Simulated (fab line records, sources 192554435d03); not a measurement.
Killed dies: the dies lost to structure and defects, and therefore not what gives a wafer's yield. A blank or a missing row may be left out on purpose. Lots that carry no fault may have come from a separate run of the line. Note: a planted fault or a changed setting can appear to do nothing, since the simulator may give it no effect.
Which tool did it? + flow n5 finfet + 72 wafers from 24 lots sampled at 6 of the route's 1938 steps

== WHAT THE GAUGES SHOWED, per wafer ==
The record holds no reading of a measuring or inspecting step that can be judged against a usual standard deviation.

== EACH LOT AND THE TOOL THAT RAN IT (in order: tool; ch and the chambers of the sampled wafers; start) ==
| lot  | N5_BEOL_M2_SPUTTER_86        | N5_BEOL_M2_ANNEAL_89         | N5_BEOL_M2_CO_CAP_55             | N5_BEOL_M3_SPUTTER_90        | N5_BEOL_M3_ANNEAL_93         | N5_BEOL_M3_ANNEAL_51             |
|------|------------------------------|------------------------------|----------------------------------|------------------------------|------------------------------|----------------------------------|
| L074 | pvd sputter-02, day 6 21:23  | pvd sputter-02, day 6 21:41  | cvd co-01 ch 0,1,2, day 6 23:23  | pvd sputter-01, day 7 07:18  | pvd sputter-01, day 7 07:36  | rtp anneal-02 ch 0, day 7 08:17  |
| L075 | pvd sputter-02, day 7 00:14  | pvd sputter-02, day 7 00:32  | cvd co-01 ch 0,1,2, day 7 02:18  | pvd sputter-01, day 7 10:07  | pvd sputter-01, day 7 10:25  | rtp anneal-01 ch 0, day 7 10:59  |
| L076 | pvd sputter-03, day 7 01:13  | pvd sputter-03, day 7 01:31  | cvd co-01 ch 0,1, day 7 03:31    | pvd sputter-03, day 7 14:55  | pvd sputter-03, day 7 23:06  | rtp anneal-01 ch 0, day 7 23:55  |
| L077 | pvd sputter-02, day 7 10:37  | pvd sputter-02, day 7 10:55  | cvd co-01 ch 1,2, day 7 12:37    | pvd sputter-03, day 8 03:21  | pvd sputter-03, day 8 03:39  | rtp anneal-02 ch 0, day 8 04:16  |
| L078 | pvd sputter-03, day 8 00:56  | pvd sputter-03, day 8 01:14  | cvd co-01 ch 0,1, day 8 02:55    | pvd sputter-01, day 8 11:23  | pvd sputter-01, day 8 11:41  | rtp anneal-02 ch 0, day 8 12:15  |
| L079 | pvd sputter-01, day 8 07:47  | pvd sputter-01, day 8 08:05  | cvd co-02 ch 1,2, day 8 09:45    | pvd sputter-03, day 8 22:57  | pvd sputter-03, day 8 23:15  | rtp anneal-02 ch 0, day 8 23:53  |
| L080 | pvd sputter-01, day 8 14:16  | pvd sputter-01, day 8 14:34  | cvd co-01 ch 0,1, day 8 16:14    | pvd sputter-01, day 9 07:34  | pvd sputter-01, day 9 07:52  | rtp anneal-01 ch 0, day 9 08:25  |
| L081 | pvd sputter-02, day 8 22:22  | pvd sputter-02, day 8 22:40  | cvd co-02 ch 0,1,2, day 9 00:20  | pvd sputter-01, day 9 09:55  | pvd sputter-01, day 9 10:13  | rtp anneal-02 ch 0, day 9 10:46  |
| L082 | pvd sputter-02, day 9 04:05  | pvd sputter-02, day 9 04:23  | cvd co-02 ch 0,1,2, day 9 06:03  | pvd sputter-01, day 9 13:41  | pvd sputter-01, day 9 13:59  | rtp anneal-01 ch 0, day 9 14:40  |
| L083 | pvd sputter-01, day 9 04:13  | pvd sputter-01, day 9 04:31  | cvd co-01 ch 0,1,2, day 9 06:11  | pvd sputter-03, day 9 15:06  | pvd sputter-03, day 9 15:24  | rtp anneal-02 ch 0, day 9 16:00  |
| L084 | pvd sputter-02, day 9 14:59  | pvd sputter-02, day 9 15:17  | cvd co-01 ch 1,2, day 9 16:58    | pvd sputter-02, day 10 02:09 | pvd sputter-02, day 10 02:27 | rtp anneal-01 ch 0, day 10 03:00 |
| L085 | pvd sputter-01, day 9 22:07  | pvd sputter-01, day 9 22:25  | cvd co-02 ch 0,1, day 10 00:30   | pvd sputter-02, day 10 07:21 | pvd sputter-02, day 10 07:39 | rtp anneal-01 ch 0, day 10 08:17 |
| L086 | pvd sputter-03, day 9 22:58  | pvd sputter-03, day 9 23:16  | cvd co-02 ch 0,1, day 10 01:35   | pvd sputter-01, day 10 15:38 | pvd sputter-01, day 10 15:56 | rtp anneal-02 ch 0, day 10 16:44 |
| L087 | pvd sputter-02, day 10 04:46 | pvd sputter-02, day 10 05:04 | cvd co-01 ch 0,1, day 10 06:44   | pvd sputter-02, day 10 22:12 | pvd sputter-02, day 10 22:30 | rtp anneal-02 ch 0, day 10 23:06 |
| L088 | pvd sputter-01, day 10 11:08 | pvd sputter-01, day 10 11:26 | cvd co-02 ch 0,1,2, day 10 13:05 | pvd sputter-01, day 10 22:44 | pvd sputter-01, day 10 23:02 | rtp anneal-01 ch 0, day 10 23:40 |
| L089 | pvd sputter-03, day 10 20:11 | pvd sputter-03, day 10 20:29 | cvd co-01 ch 1,2, day 10 22:13   | pvd sputter-03, day 11 11:28 | pvd sputter-03, day 11 11:46 | rtp anneal-01 ch 0, day 11 12:24 |
| L090 | pvd sputter-02, day 11 01:26 | pvd sputter-02, day 11 01:44 | cvd co-01 ch 0,2, day 11 03:25   | pvd sputter-03, day 11 16:35 | pvd sputter-03, day 11 16:53 | rtp anneal-02 ch 0, day 11 17:40 |
| L091 | pvd sputter-03, day 11 02:56 | pvd sputter-03, day 11 03:14 | cvd co-01 ch 0,2, day 11 05:20   | pvd sputter-01, day 11 20:23 | pvd sputter-01, day 11 20:41 | rtp anneal-02 ch 0, day 11 21:15 |
| L093 | pvd sputter-03, day 11 04:46 | pvd sputter-03, day 11 05:04 | cvd co-01 ch 0,1,2, day 11 06:44 | pvd sputter-02, day 11 20:26 | pvd sputter-02, day 11 20:46 | rtp anneal-01 ch 0, day 11 21:19 |
| L092 | pvd sputter-03, day 11 07:04 | pvd sputter-03, day 11 07:22 | cvd co-01 ch 0,2, day 11 09:19   | pvd sputter-02, day 12 01:01 | pvd sputter-02, day 12 01:19 | rtp anneal-01 ch 0, day 12 02:48 |
| L094 | pvd sputter-01, day 12 10:21 | pvd sputter-01, day 12 10:39 | cvd co-02 ch 0,1,2, day 12 12:25 | pvd sputter-03, day 13 06:35 | pvd sputter-03, day 13 06:53 | rtp anneal-01 ch 0, day 13 07:29 |
| L095 | pvd sputter-01, day 12 15:38 | pvd sputter-01, day 12 15:56 | cvd co-01 ch 0,1, day 12 17:35   | pvd sputter-03, day 13 10:01 | pvd sputter-03, day 13 10:19 | rtp anneal-01 ch 0, day 13 10:52 |
| L097 | pvd sputter-02, day 12 19:04 | pvd sputter-02, day 12 19:22 | cvd co-02 ch 0,1, day 12 21:01   | pvd sputter-02, day 13 12:59 | pvd sputter-02, day 13 13:17 | rtp anneal-02 ch 0, day 13 14:05 |
| L096 | pvd sputter-01, day 12 19:10 | pvd sputter-01, day 12 19:28 | cvd co-01 ch 0,1,2, day 12 21:08 | pvd sputter-01, day 13 10:43 | pvd sputter-01, day 13 11:01 | rtp anneal-01 ch 0, day 13 11:35 |
- N5_BEOL_M2_SPUTTER_86: material Cu, target thk 4.5 nm, time 8.29 s.
- N5_BEOL_M2_ANNEAL_89: time 240 s.
- N5_BEOL_M2_CO_CAP_55: material Co, precursor CCTBA/H2, target thk 2 nm, time 102.1 s.
- N5_BEOL_M3_SPUTTER_90: material Cu, target thk 4.5 nm, time 8.29 s.
- N5_BEOL_M3_ANNEAL_93: time 240 s.
- N5_BEOL_M3_ANNEAL_51: time 90 s.

== WHAT THE TOOLS THEMSELVES READ (means of the sampled wafers that have a number; where no wafer has one, the mark that the record gives instead) ==
N5_BEOL_M2_SPUTTER_86.
| lot  | tool           | throttle valve pct (%) |
|------|----------------|------------------------|
| L074 | pvd sputter-02 | 30.3                   |
| L075 | pvd sputter-02 | 31.1                   |
| L076 | pvd sputter-03 | 30.1                   |
| L077 | pvd sputter-02 | 30.6                   |
| L078 | pvd sputter-03 | 30.6                   |
| L079 | pvd sputter-01 | 28.7                   |
| L080 | pvd sputter-01 | 29.5                   |
| L081 | pvd sputter-02 | 30.8                   |
| L082 | pvd sputter-02 | 30.5                   |
| L083 | pvd sputter-01 | 29.5                   |
| L084 | pvd sputter-02 | 30.3                   |
| L085 | pvd sputter-01 | 29.1                   |
| L086 | pvd sputter-03 | 30.1                   |
| L087 | pvd sputter-02 | 30.8                   |
| L088 | pvd sputter-01 | 29.3                   |
| L089 | pvd sputter-03 | 30.0                   |
| L090 | pvd sputter-02 | 30.6                   |
| L091 | pvd sputter-03 | 30.1                   |
| L093 | pvd sputter-03 | 31.0                   |
| L092 | pvd sputter-03 | 30.8                   |
| L094 | pvd sputter-01 | 29.5                   |
| L095 | pvd sputter-01 | 29.3                   |
| L097 | pvd sputter-02 | 30.8                   |
| L096 | pvd sputter-01 | 28.8                   |

N5_BEOL_M2_ANNEAL_89.
| lot  | tool           | heater power w (W) |
|------|----------------|--------------------|
| L074 | pvd sputter-02 | 839                |
| L075 | pvd sputter-02 | 907                |
| L076 | pvd sputter-03 | 771                |
| L077 | pvd sputter-02 | 852                |
| L078 | pvd sputter-03 | 776                |
| L079 | pvd sputter-01 | 851                |
| L080 | pvd sputter-01 | 821                |
| L081 | pvd sputter-02 | 770                |
| L082 | pvd sputter-02 | 981                |
| L083 | pvd sputter-01 | 808                |
| L084 | pvd sputter-02 | 923                |
| L085 | pvd sputter-01 | 782                |
| L086 | pvd sputter-03 | 760                |
| L087 | pvd sputter-02 | 1011               |
| L088 | pvd sputter-01 | 803                |
| L089 | pvd sputter-03 | 754                |
| L090 | pvd sputter-02 | 908                |
| L091 | pvd sputter-03 | 758                |
| L093 | pvd sputter-03 | 768                |
| L092 | pvd sputter-03 | 771                |
| L094 | pvd sputter-01 | 821                |
| L095 | pvd sputter-01 | 799                |
| L097 | pvd sputter-02 | 855                |
| L096 | pvd sputter-01 | 848                |

N5_BEOL_M2_CO_CAP_55.
| lot  | tool      | heater power w (W) |
|------|-----------|--------------------|
| L074 | cvd co-01 | 224                |
| L075 | cvd co-01 | 224                |
| L076 | cvd co-01 | 214                |
| L077 | cvd co-01 | 229                |
| L078 | cvd co-01 | 215                |
| L079 | cvd co-02 | 262                |
| L080 | cvd co-01 | 222                |
| L081 | cvd co-02 | 258                |
| L082 | cvd co-02 | 261                |
| L083 | cvd co-01 | 223                |
| L084 | cvd co-01 | 229                |
| L085 | cvd co-02 | 251                |
| L086 | cvd co-02 | 245                |
| L087 | cvd co-01 | 213                |
| L088 | cvd co-02 | 254                |
| L089 | cvd co-01 | 229                |
| L090 | cvd co-01 | 218                |
| L091 | cvd co-01 | 218                |
| L093 | cvd co-01 | 225                |
| L092 | cvd co-01 | 225                |
| L094 | cvd co-02 | 260                |
| L095 | cvd co-01 | 214                |
| L097 | cvd co-02 | 243                |
| L096 | cvd co-01 | 221                |

N5_BEOL_M3_SPUTTER_90.
| lot  | tool           | throttle valve pct (%) |
|------|----------------|------------------------|
| L074 | pvd sputter-01 | 29.2                   |
| L075 | pvd sputter-01 | 29.3                   |
| L076 | pvd sputter-03 | 30.3                   |
| L077 | pvd sputter-03 | 30.7                   |
| L078 | pvd sputter-01 | 28.8                   |
| L079 | pvd sputter-03 | 30.9                   |
| L080 | pvd sputter-01 | 28.9                   |
| L081 | pvd sputter-01 | 29.8                   |
| L082 | pvd sputter-01 | 28.7                   |
| L083 | pvd sputter-03 | 30.2                   |
| L084 | pvd sputter-02 | 30.8                   |
| L085 | pvd sputter-02 | 30.4                   |
| L086 | pvd sputter-01 | 28.6                   |
| L087 | pvd sputter-02 | 30.3                   |
| L088 | pvd sputter-01 | 28.9                   |
| L089 | pvd sputter-03 | 30.8                   |
| L090 | pvd sputter-03 | 30.8                   |
| L091 | pvd sputter-01 | 29.3                   |
| L093 | pvd sputter-02 | 30.0                   |
| L092 | pvd sputter-02 | 30.2                   |
| L094 | pvd sputter-03 | 30.8                   |
| L095 | pvd sputter-03 | 31.0                   |
| L097 | pvd sputter-02 | 30.3                   |
| L096 | pvd sputter-01 | 28.9                   |

N5_BEOL_M3_ANNEAL_93.
| lot  | tool           | heater power w (W) |
|------|----------------|--------------------|
| L074 | pvd sputter-01 | 808                |
| L075 | pvd sputter-01 | 801                |
| L076 | pvd sputter-03 | 795                |
| L077 | pvd sputter-03 | 747                |
| L078 | pvd sputter-01 | 830                |
| L079 | pvd sputter-03 | 788                |
| L080 | pvd sputter-01 | 789                |
| L081 | pvd sputter-01 | 770                |
| L082 | pvd sputter-01 | 843                |
| L083 | pvd sputter-03 | 782                |
| L084 | pvd sputter-02 | 1057               |
| L085 | pvd sputter-02 | 902                |
| L086 | pvd sputter-01 | 824                |
| L087 | pvd sputter-02 | 836                |
| L088 | pvd sputter-01 | 858                |
| L089 | pvd sputter-03 | 772                |
| L090 | pvd sputter-03 | 758                |
| L091 | pvd sputter-01 | 813                |
| L093 | pvd sputter-02 | 978                |
| L092 | pvd sputter-02 | 847                |
| L094 | pvd sputter-03 | 776                |
| L095 | pvd sputter-03 | 759                |
| L097 | pvd sputter-02 | 844                |
| L096 | pvd sputter-01 | 843                |

N5_BEOL_M3_ANNEAL_51.
| lot  | tool          | wafer_temp_C_max |
|------|---------------|------------------|
| L074 | rtp anneal-02 | 226.4            |
| L075 | rtp anneal-01 | 225.9            |
| L076 | rtp anneal-01 | 225.7            |
| L077 | rtp anneal-02 | 226.6            |
| L078 | rtp anneal-02 | 226.2            |
| L079 | rtp anneal-02 | 226.8            |
| L080 | rtp anneal-01 | 226.0            |
| L081 | rtp anneal-02 | 226.2            |
| L082 | rtp anneal-01 | 226.1            |
| L083 | rtp anneal-02 | 226.3            |
| L084 | rtp anneal-01 | 226.1            |
| L085 | rtp anneal-01 | 226.2            |
| L086 | rtp anneal-02 | 226.5            |
| L087 | rtp anneal-02 | 226.4            |
| L088 | rtp anneal-01 | 225.7            |
| L089 | rtp anneal-01 | 225.8            |
| L090 | rtp anneal-02 | 226.9            |
| L091 | rtp anneal-02 | 226.2            |
| L093 | rtp anneal-01 | 225.9            |
| L092 | rtp anneal-01 | 225.9            |
| L094 | rtp anneal-01 | 226.0            |
| L095 | rtp anneal-01 | 225.8            |
| L097 | rtp anneal-02 | 226.6            |
| L096 | rtp anneal-01 | 225.8            |

== THE ANSWER, worked out from the rows above alone ==
Rule: what is usual is taken from the lots themselves. Put in order of their means at a reading, lots are off if they are a third of the lots or fewer, leave a main group of 4 or more, and stand apart from it by a gap of 3 or more times the standard deviation of the main group's means; of several such gaps the widest counts. Not used: any main group whose means are identical at the precision the tables above print for the reading. A lot without any number at a reading at which 4 lots or more have one is off too. The other lots that the step has rows for count as sound. After the gauges, taken in route order, come the tools' own readings; for these a lot's mean is taken, as printed above. At the first step where some lot is off, the reading lying furthest off is the one used; lots without a number count as furthest.
Nothing can be told from this: no lot is off at any reading shown.

== WHAT THE SIMULATOR HAD PUT IN ==
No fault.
